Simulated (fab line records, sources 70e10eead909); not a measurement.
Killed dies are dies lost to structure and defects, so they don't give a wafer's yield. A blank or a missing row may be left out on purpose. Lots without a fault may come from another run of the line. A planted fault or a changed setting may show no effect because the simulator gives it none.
fab line records | flow nand_harc
record lots=6 wafers=18 last_day=33
route steps=1302 shown A_STAIRCASE@724 END@1302
lots that met no fault: from a run of the same line without faults
start_h: hours from the record's first day to the start of the lot's first wafer shown | wait_h: hours since the lot's step before | " the same as in the row above | L1.1+2: a row that stands for several wafers | - no value, or no start given | * or withheld: withheld | < > ~ a bound
route shown NAME@n: a module of which the file shows steps, and the number in the route of the first | usual: mean/standard deviation of fault-free wafers | same: alike in all rows | chamber/n: place in a boat | sites: the reading at each site | _std_site: their standard deviation | _edge_site: outer sites' mean less inner sites' | radius_mm: how far each site lies from the wafer's centre | mask NAME#n: copy n | behind: the tool/chamber that last shaped the wafer | hold: why the lot was held/for how many hours/how that ended | device: the transistor (n, p or np) that didn't switch | end of line: the same wafers' tests at the end of the route | a step without rows: its recipe alone | killed: dies lost to structure and defects at the first sort, not the wafer's yield | map: a wafer's dies, x killed, . not, _ none there
set.NAME: the setting as run; set.NAME@STEP: as run at that earlier step | model.NAME: the simulator's own value behind a step, which no gauge read
lots at some steps of the route; a table a step, a row a wafer
services: from which hour (start_h, from the record's first day; less than 0 if before it) a tool's chamber was out of use, for how many hours, and why
## steps
# step NHARC_A_STAIRCASE_HMDS_210
# recipe time_s=30
# step NHARC_A_STAIRCASE_COAT_211
# recipe spin_rpm=1200
# step NHARC_A_STAIRCASE_SOFTBAKE_212
# recipe temp_c=135 time_s=170
# step NHARC_A_STAIRCASE_EBR_213
# step NHARC_A_STAIRCASE_EXPOSE_214
# recipe na=0.5 dose_mj=31.26 mask_id=STAIR_3
# step NHARC_A_STAIRCASE_PEB_215
# recipe peb_temp_c=115 peb_time_s=130
# step NHARC_A_STAIRCASE_DEVELOP_216
# recipe time_s=140
# step NHARC_A_STAIRCASE_HARDBAKE_218
# recipe temp_c=120 time_s=140
# step NHARC_A_STAIRCASE_DESCUM_219
# recipe time_s=3 o2_flow_sccm=200 ar_flow_sccm=0 bias_power_w=0 chemistry=O2
# usual drypump_motor_current_A=5.7/0.52 oes_product_au=1.000/0.012 rf_vpp_V=57.8/0.84 showerhead_plenum_p_Torr=1.91/0.096 throttle_valve_pct=11.311/0.0095
# columns lot.wafer tool chamber start_h wait_h drypump_motor_current_A oes_product_au rf_hours_counter_h rf_vpp_V showerhead_plenum_p_Torr throttle_valve_pct
L576.3 rie_diel-03 0 363.38 - 5.4 0.993 23 57.7 1.84 11.326
L576.5 " 2 " " 5.8 0.990 - 57.6 1.93 11.296
L576.4 " 0 " " 5.5 1.008 - 58.3 1.84 11.309
L583.2 rie_diel-11 3 422.05 - 6.2 0.998 54 57.8 2.06 11.313
L583.4 " 1 " " 6.3 0.995 54 57.7 1.89 11.318
L583.5 " 3 " " 6.2 0.999 - 59.1 2.06 11.314
L586.4 rie_diel-11 0 462.21 - 6.0 0.998 6 58.0 2.04 11.309
L586.2 " 1 " " 6.3 0.994 8 57.7 1.89 11.318
L586.1 " 2 " " 5.3 1.003 8 58.7 1.84 11.305
L588.4 rie_diel-11 0 488.09 - 6.0 1.013 14 57.9 2.03 11.298
L588.1 " 1 " " 6.3 0.988 15 58.0 1.89 11.310
L588.5 " 0 " " 5.9 1.004 - 58.2 2.03 11.301
L597.2 rie_diel-03 0 576.68 - 5.4 0.990 33 58.4 1.82 11.307
L597.3 " 1 " " 4.7 1.011 33 58.2 1.76 11.313
L597.6 " 0 " " 5.4 0.992 - 58.9 1.82 11.327
L598.2 rie_diel-03 2 585.04 - 5.8 0.978 21 58.2 1.92 11.310
L598.5 " 2 " " 5.8 0.991 - 58.0 1.92 11.325
L598.6 " 3 " " 5.9 0.995 - 59.1 1.94 11.295
# step NHARC_A_STAIRCASE_TRIM_220
# recipe time_s=211.2 o2_flow_sccm=500 ar_flow_sccm=0 bias_w=0 chemistry=O2
# usual drypump_motor_current_A=5.7/0.52 oes_product_au=1.000/0.011 rf_vpp_V=57.8/0.94 run_length_s=232.4/0.5 showerhead_plenum_p_Torr=3.52/0.17 throttle_valve_pct=17.036/0.008
# columns lot.wafer tool chamber start_h wait_h drypump_motor_current_A oes_product_au rf_hours_counter_h rf_vpp_V run_length_s showerhead_plenum_p_Torr throttle_valve_pct
L576.3 rie_diel-03 1 363.47 0.1 4.7 1.014 23 57.5 232.3 3.30 17.031
L576.4 " 1 " " 4.7 1.005 - 58.8 232.8 3.30 17.031
L576.5 " 2 " " 5.8 0.992 - 58.6 233.5 3.56 17.030
L583.4 rie_diel-11 2 422.19 0.1 5.3 1.011 56 56.5 232.2 3.41 17.035
L583.2 " 1 " " 6.3 0.988 54 57.4 233.0 3.49 17.034
L583.5 " 2 " " 5.3 1.011 - 59.4 232.9 3.41 17.040
L586.1 rie_diel-11 2 462.30 0.1 5.3 1.000 8 56.4 232.2 3.40 17.026
L586.4 " 3 " " 6.3 0.982 6 59.9 231.9 3.77 17.023
L586.2 " 0 " " 6.0 1.003 6 58.7 232.2 3.74 17.046
L588.4 rie_diel-11 3 488.20 0.1 6.2 0.982 15 58.9 231.7 3.77 17.037
L588.1 " 0 " " 6.0 0.996 14 58.8 232.2 3.74 17.034
L588.5 " 1 " " 6.3 0.985 - 58.4 232.9 3.48 17.025
L597.3 rie_diel-03 2 576.79 0.1 5.8 0.985 18 57.1 233.5 3.55 17.037
L597.2 " 3 " " 5.9 1.000 33 58.3 232.2 3.58 17.044
L597.6 " 1 " " 4.7 1.000 - 57.6 232.3 3.27 17.043
L598.2 rie_diel-03 0 585.15 0.1 5.4 0.992 38 57.6 232.2 3.36 17.024
L598.6 " 3 " " 5.9 0.995 - 59.4 232.0 3.57 17.031
L598.5 " 0 " " 5.5 0.996 - 56.6 232.0 3.36 17.036
# step NHARC_A_STAIRCASE_ETCH_221
# recipe target_depth_a=1000 time_s=40.5 ion_energy_ev=400 c4f8_flow_sccm=20 o2_flow_sccm=10 ar_flow_sccm=withheld rf_w=600 bias_w=1000 chemistry=C4F8/O2
# usual oes_product_au=0.939/0.013 rf_vpp_V=896/6.1
# columns lot.wafer tool chamber start_h wait_h oes_product_au rf_hours_counter_h rf_vpp_V
L576.3 rie_diel-03 0 - - 0.938 23 891
L576.4 " 1 " " 0.942 - 887
L576.5 " 2 " " 0.922 - 897
L583.2 rie_diel-11 2 - - 0.949 57 892
L583.4 " 0 " " 0.932 51 903
L583.5 " 2 " " 0.955 - 892
L586.1 rie_diel-11 3 - - 0.931 6 904
L586.4 " 0 " " 0.947 6 904
L586.2 " 1 " " 0.955 8 895
L588.4 rie_diel-11 0 - - 0.956 14 903
L588.1 " 1 " " 0.930 15 894
L588.5 " 0 " " 0.955 - 903
L597.3 rie_diel-03 0 - - 0.930 33 890
L597.2 " 1 " " 0.939 33 886
L597.6 " 2 " " 0.944 - 898
L598.2 rie_diel-03 1 - - 0.934 38 886
L598.6 " 0 " " 0.923 - 889
L598.5 " 1 " " 0.932 - 886
# step NHARC_A_STAIRCASE_TRIM_222
# recipe time_s=211.2 o2_flow_sccm=500 ar_flow_sccm=0 bias_w=0 chemistry=O2
# usual drypump_motor_current_A=5.7/0.52 oes_product_au=1.000/0.01 rf_vpp_V=57.7/0.95 run_length_s=232.4/0.5 showerhead_plenum_p_Torr=3.52/0.16 throttle_valve_pct=17.037/0.0079
# columns lot.wafer tool chamber start_h wait_h drypump_motor_current_A oes_product_au rf_hours_counter_h rf_vpp_V run_length_s showerhead_plenum_p_Torr throttle_valve_pct
L576.3 rie_diel-03 0 364.19 - 5.5 1.005 23 57.3 232.0 3.40 17.058
L576.4 " 2 " " 5.8 0.988 - 57.6 232.8 3.56 17.031
L576.5 " 0 " " 5.5 1.006 - 57.9 231.9 3.40 17.043
L583.4 rie_diel-11 0 422.46 - 6.0 1.002 51 58.3 232.1 3.75 17.037
L583.2 " 3 " " 6.2 0.979 55 58.6 231.8 3.78 17.048
L583.5 " 1 " " 6.3 0.994 - 58.5 233.2 3.49 17.047
L586.2 rie_diel-11 3 462.53 - 6.2 0.993 6 58.6 376.1 3.77 17.038
L586.4 " 0 " " 6.0 0.997 6 59.0 377.1 3.74 17.046
L586.1 " 1 " " 6.3 0.991 8 58.1 377.3 3.48 17.039
L588.4 rie_diel-11 1 488.40 - 6.3 0.992 15 57.1 377.6 3.48 17.029
L588.1 " 3 " " 6.2 0.994 15 58.2 376.1 3.77 17.035
L588.5 " 1 " " 6.3 0.990 - 57.1 377.6 3.48 17.014
L597.3 rie_diel-03 2 577.01 - 5.8 0.983 18 57.6 232.8 3.55 17.042
L597.2 " 0 " " 5.4 0.988 33 56.6 232.0 3.37 17.042
L597.6 " 1 " " 4.7 1.000 - 57.7 232.6 3.27 17.032
L598.2 rie_diel-03 2 585.41 - 5.8 0.988 21 58.6 232.9 3.54 17.046
L598.5 " 2 " " 5.8 0.983 - 58.0 232.8 3.54 17.038
L598.6 " 3 " " 5.9 0.990 - 57.2 232.3 3.57 17.033
# step NHARC_A_STAIRCASE_ETCH_223
# recipe target_depth_a=1000 time_s=40.5 ion_energy_ev=400 c4f8_flow_sccm=20 o2_flow_sccm=10 ar_flow_sccm=withheld rf_w=600 bias_w=1000 chemistry=C4F8/O2
# usual oes_product_au=0.942/0.011 rf_vpp_V=896/6.1
# columns lot.wafer tool chamber start_h wait_h oes_product_au rf_hours_counter_h rf_vpp_V
L576.3 rie_diel-03 0 - - 0.953 23 891
L576.4 " 0 " " 0.949 - 892
L576.5 " 1 " " 0.945 - 888
L583.2 rie_diel-11 1 - - 0.934 54 894
L583.4 " 3 " " 0.940 55 905
L583.5 " 2 " " 0.964 - 893
L586.4 rie_diel-11 0 - - 0.937 6 901
L586.1 " 2 " " 0.945 8 893
L586.2 " 3 " " 0.925 7 905
L588.1 rie_diel-11 2 - - 0.929 14 891
L588.4 " 3 " " 0.944 15 904
L588.5 " 2 " " 0.939 - 890
L597.2 rie_diel-03 1 - - 0.945 33 886
L597.3 " 0 " " 0.941 33 890
L597.6 " 2 " " 0.935 - 898
L598.2 rie_diel-03 0 - - 0.950 39 889
L598.5 " 2 " " 0.932 - 896
L598.6 " 3 " " 0.953 - 898
# step NHARC_END_SORT_01
# recipe temp_c=25
# usual killed_at_array=55/20 killed_at_other=0.7/0.96 killed_at_periphery=4.1/2.4 killed_dies=60/20 killed_open=3.3/1.9 killed_short=2.8/1.6
# same gross_dies=677
# columns lot.wafer tool chamber start_h wait_h hold killed_at_array killed_at_other killed_at_periphery killed_dies killed_open killed_short
L576.3 prober-01 0 577.29 3.1 - 65 0 7 72 2 2
L576.4 prober-01 0 578.11 3.4 - 55 0 7 62 2 0
L576.5 prober-01 0 578.92 3.7 - 65 0 6 71 8 2
L583.2 prober-02 0 622.00 2.8 - 63 2 8 73 7 6
L583.4 prober-02 0 623.59 3.4 - 64 0 3 67 3 4
L583.5 prober-02 0 624.39 3.7 - 61 3 1 65 5 6
L586.1 prober-02 0 654.58 2.5 await_dispo/1.3h/scrap 672 0 5 677 0 2
L586.2 prober-02 0 655.39 2.8 await_dispo/1.3h/scrap 667 1 9 677 6 3
L586.4 prober-02 0 657.01 3.4 await_dispo/1.3h/scrap 667 0 10 677 5 1
L588.1 prober-01 0 690.12 2.5 await_dispo/6.8h/scrap 669 1 7 677 1 4
L588.4 prober-01 0 692.53 3.4 await_dispo/6.8h/scrap 670 1 6 677 4 1
L588.5 prober-01 0 693.33 3.7 await_dispo/6.8h/scrap 673 0 4 677 3 4
# killed by level:class
L576.3 A_CHANNEL_HOLE_D1:chamber_film_flake=28 A_CHANNEL_HOLE_D2:chamber_film_flake=22 A_STAIRCASE:chamber_film_flake=4 A_BONDPAD:chamber_film_flake=4 P_GATE:chamber_film_flake=3 P_M1:chamber_film_flake=3 A_WL_FILL:chamber_film_flake=2 P_CONTACT:geometric_particle:open=1
L576.4 A_CHANNEL_HOLE_D2:chamber_film_flake=27 A_CHANNEL_HOLE_D1:chamber_film_flake=18 A_BONDPAD:chamber_film_flake=6 P_GATE:chamber_film_flake=3 P_M1:chamber_film_flake=3 A_CONTACT:chamber_film_flake=3 P_M1:geometric_particle:open=1 A_CHANNEL_FILL_D1:geometric_particle:open=1
L576.5 A_CHANNEL_HOLE_D1:chamber_film_flake=26 A_CHANNEL_HOLE_D2:chamber_film_flake=21 A_M0:geometric_particle:open=4 P_M1:chamber_film_flake=4 A_STAIRCASE:chamber_film_flake=3 P_GATE:chamber_film_flake=2 A_CONTACT:chamber_film_flake=2 A_CHANNEL_FILL_D1:geometric_particle:short=1
L583.2 A_CHANNEL_HOLE_D1:chamber_film_flake=34 A_SGD_CUT:chamber_film_flake=6 A_CHANNEL_HOLE_D2:chamber_film_flake=5 P_GATE:chamber_film_flake=3 A_CHANNEL_FILL_D2:chamber_film_flake=3 A_STAIRCASE:chamber_film_flake=3 A_ONON_D2:geometric_particle:short=2 A_M0:geometric_particle:open=2
L583.4 A_CHANNEL_HOLE_D1:chamber_film_flake=28 A_CHANNEL_HOLE_D2:chamber_film_flake=12 A_SGD_CUT:chamber_film_flake=6 A_STAIRCASE:chamber_film_flake=5 A_CONTACT:chamber_film_flake=3 A_WL_FILL:geometric_particle:short=2 A_DECK1_JOINT:chamber_film_flake=2 P_M0:geometric_particle:open=1
L583.5 A_CHANNEL_HOLE_D1:chamber_film_flake=30 A_SGD_CUT:chamber_film_flake=11 A_CHANNEL_HOLE_D2:chamber_film_flake=4 A_STAIRCASE:chamber_film_flake=3 A_CONTACT:chamber_film_flake=2 THIN_TSV:chamber_film_flake=2 P_CONTACT:geometric_particle:open=1 A_CHANNEL_FILL_D1:geometric_particle:short=1
L586.1 A_STAIRCASE:area_trim=629 A_SLIT:chamber_film_flake=26 P_M2:chamber_film_flake=4 A_DECK1_JOINT:chamber_film_flake=4 A_CONTACT:chamber_film_flake=4 A_CHANNEL_HOLE_D1:chamber_film_flake=3 A_DECK1_JOINT:geometric_particle:short=1 A_SGD_CUT:geometric_particle:short=1
L586.2 A_STAIRCASE:area_trim=618 A_SLIT:chamber_film_flake=24 A_CHANNEL_HOLE_D1:chamber_film_flake=8 A_CONTACT:chamber_film_flake=7 P_M2:chamber_film_flake=4 P_CONTACT:geometric_particle:open=2 P_BONDPAD:chamber_film_flake=2 A_SOURCE_PLATE:geometric_particle:open=1
L586.4 A_STAIRCASE:area_trim=622 A_SLIT:chamber_film_flake=31 P_M2:chamber_film_flake=5 A_CONTACT:chamber_film_flake=4 A_CHANNEL_HOLE_D1:chamber_film_flake=3 P_BONDPAD:chamber_film_flake=2 A_DECK1_JOINT:chamber_film_flake=2 P_GATE:geometric_particle:open=1
L588.1 A_STAIRCASE:area_trim=617 A_CHANNEL_HOLE_D1:chamber_film_flake=29 A_SLIT:chamber_film_flake=6 A_CONTACT:chamber_film_flake=6 P_GATE:chamber_film_flake=4 A_WL_FILL:chamber_film_flake=3 A_CHANNEL_HOLE_D2:chamber_film_flake=2 P_CONTACT:geometric_particle:short=1
L588.4 A_STAIRCASE:area_trim=623 A_CHANNEL_HOLE_D1:chamber_film_flake=27 A_CONTACT:chamber_film_flake=9 A_CHANNEL_HOLE_D2:chamber_film_flake=4 P_CONTACT:chamber_film_flake=3 A_M0:geometric_particle:open=2 P_GATE:chamber_film_flake=2 A_WL_FILL:chamber_film_flake=2
L588.5 A_STAIRCASE:area_trim=605 A_CHANNEL_HOLE_D1:chamber_film_flake=30 A_CONTACT:chamber_film_flake=10 A_SLIT:chamber_film_flake=8 A_WL_FILL:chamber_film_flake=5 A_CHANNEL_HOLE_D2:chamber_film_flake=4 A_STAIRCASE:chamber_film_flake=4 A_CHANNEL_HOLE_D2:geometric_particle:short=2
# map L586.1 (x killed, . not)
____________x____________
_________xxxxxxx_________
_______xxxxxxxxxxx_______
______xxxxxxxxxxxxx______
_____xxxxxxxxxxxxxxx_____
____xxxxxxxxxxxxxxxxx____
____xxxxxxxxxxxxxxxxx____
___xxxxxxxxxxxxxxxxxxx___
___xxxxxxxxxxxxxxxxxxx___
__xxxxxxxxxxxxxxxxxxxxx__
__xxxxxxxxxxxxxxxxxxxxx__
_xxxxxxxxxxxxxxxxxxxxxxx_
_xxxxxxxxxxxxxxxxxxxxxxx_
_xxxxxxxxxxxxxxxxxxxxxxx_
_xxxxxxxxxxxxxxxxxxxxxxx_
_xxxxxxxxxxxxxxxxxxxxxxx_
xxxxxxxxxxxxxxxxxxxxxxxxx
xxxxxxxxxxxxxxxxxxxxxxxxx
xxxxxxxxxxxxxxxxxxxxxxxxx
xxxxxxxxxxxxxxxxxxxxxxxxx
xxxxxxxxxxxxxxxxxxxxxxxxx
_xxxxxxxxxxxxxxxxxxxxxxx_
_xxxxxxxxxxxxxxxxxxxxxxx_
_xxxxxxxxxxxxxxxxxxxxxxx_
_xxxxxxxxxxxxxxxxxxxxxxx_
_xxxxxxxxxxxxxxxxxxxxxxx_
__xxxxxxxxxxxxxxxxxxxxx__
__xxxxxxxxxxxxxxxxxxxxx__
___xxxxxxxxxxxxxxxxxxx___
___xxxxxxxxxxxxxxxxxxx___
____xxxxxxxxxxxxxxxxx____
____xxxxxxxxxxxxxxxxx____
_____xxxxxxxxxxxxxxx_____
______xxxxxxxxxxxxx______
_______xxxxxxxxxxx_______
_________xxxxxxx_________
____________x____________
# map L588.1 (x killed, . not)
____________x____________
_________xxxxxxx_________
_______xxxxxxxxxxx_______
______xxxxxxxxxxxxx______
_____xxxxxxxxxxxxxxx_____
____xxxxxxxxxxxxxxxxx____
____xxxxxxxxxxxxxxxxx____
___xxxxxxxxxxxxxxxxxxx___
___xxxxxxxxxxxxxxxxxxx___
__xxxxxxxxxxxxxxxxxxxxx__
__xxxxxxxxxxxxxxxxxxxxx__
_xxxxxxxxxxxxxxxxxxxxxxx_
_xxxxxxxxxxxxxxxxxxxxxxx_
_xxxxxxxxxxxxxxxxxxxxxxx_
_xxxxxxxxxxxxxxxxxxxxxxx_
_xxxxxxxxxxxxxxxxxxxxxxx_
xxxxxxxxxxxxxxxxxxxxxxxxx
xxxxxxxxxxxxxxxxxxxxxxxxx
xxxxxxxxxxxxxxxxxxxxxxxxx
xxxxxxxxxxxxxxxxxxxxxxxxx
xxxxxxxxxxxxxxxxxxxxxxxxx
_xxxxxxxxxxxxxxxxxxxxxxx_
_xxxxxxxxxxxxxxxxxxxxxxx_
_xxxxxxxxxxxxxxxxxxxxxxx_
_xxxxxxxxxxxxxxxxxxxxxxx_
_xxxxxxxxxxxxxxxxxxxxxxx_
__xxxxxxxxxxxxxxxxxxxxx__
__xxxxxxxxxxxxxxxxxxxxx__
___xxxxxxxxxxxxxxxxxxx___
___xxxxxxxxxxxxxxxxxxx___
____xxxxxxxxxxxxxxxxx____
____xxxxxxxxxxxxxxxxx____
_____xxxxxxxxxxxxxxx_____
______xxxxxxxxxxxxx______
_______xxxxxxxxxxx_______
_________xxxxxxx_________
____________x____________
## services
# columns tool chamber start_h hours kind
rie_diel-03 0 339.48 - clean
rie_diel-03 1 339.48 - clean
rie_diel-03 2 339.48 - clean
rie_diel-03 3 339.48 - clean
rie_diel-11 0 363.10 - clean
rie_diel-11 1 363.10 - clean
rie_diel-11 2 363.10 - clean
rie_diel-11 3 363.10 - clean
rie_diel-03 0 364.09 - clean
rie_diel-03 1 364.09 - clean
rie_diel-03 2 364.09 - clean
rie_diel-03 3 364.09 - clean
rie_diel-03 - 382.87 19.8 repair
rie_diel-11 0 387.60 - clean
rie_diel-11 1 406.30 4.6 repair
rie_diel-03 - 407.22 0.5 repair
rie_diel-11 0 412.92 1.2 repair
rie_diel-11 - 432.72 9.0 pm
rie_diel-03 - 458.48 9.0 pm
rie_diel-11 0 477.13 5.4 repair
rie_diel-11 - 480.17 0.7 repair
rie_diel-11 2 485.48 1.2 repair
rie_diel-11 0 544.89 2.9 repair
rie_diel-03 - 565.19 7.5 repair
## key
first_sign step=NHARC_A_STAIRCASE_TRIM_222 reading=run_length_s direction=up sigmas=99+ usual=* struck=*
effect step=NHARC_END_SORT_01 reading=killed_dies direction=up sigmas=31 usual=60 struck=677
more_kills_born_at NHARC_A_STAIRCASE_TRIM_222@rie_diel-11=3714
met_at NHARC_A_STAIRCASE_TRIM_222
struck_wafers L586.1,L586.2,L586.4,L588.1,L588.4,L588.5
later_rows_left_out L586.1,L586.2,L586.4,L588.1,L588.4,L588.5
tester_left_out L586,L588
onset_between 422.46 462.53
fault kind=process_parameter_drift tool=rie_diel-11 chamber=- onset_h=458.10 steps=NHARC_A_STAIRCASE_TRIM_222 channel=time_s offset=* shape=step end_h=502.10 acts_in=* stated=*
# tester_left_out: of these lots the tester's yield and bins aren't shown, on N5 and GAA mostly nor the transistor test; their killed dies are dies lost to structure and defects alone, not to doping, threshold or leakage, so they don't give the yield
# later_rows_left_out: the simulator's readings of these wafers behind a module that went badly wrong aren't trusted and aren't shown, but for the sort
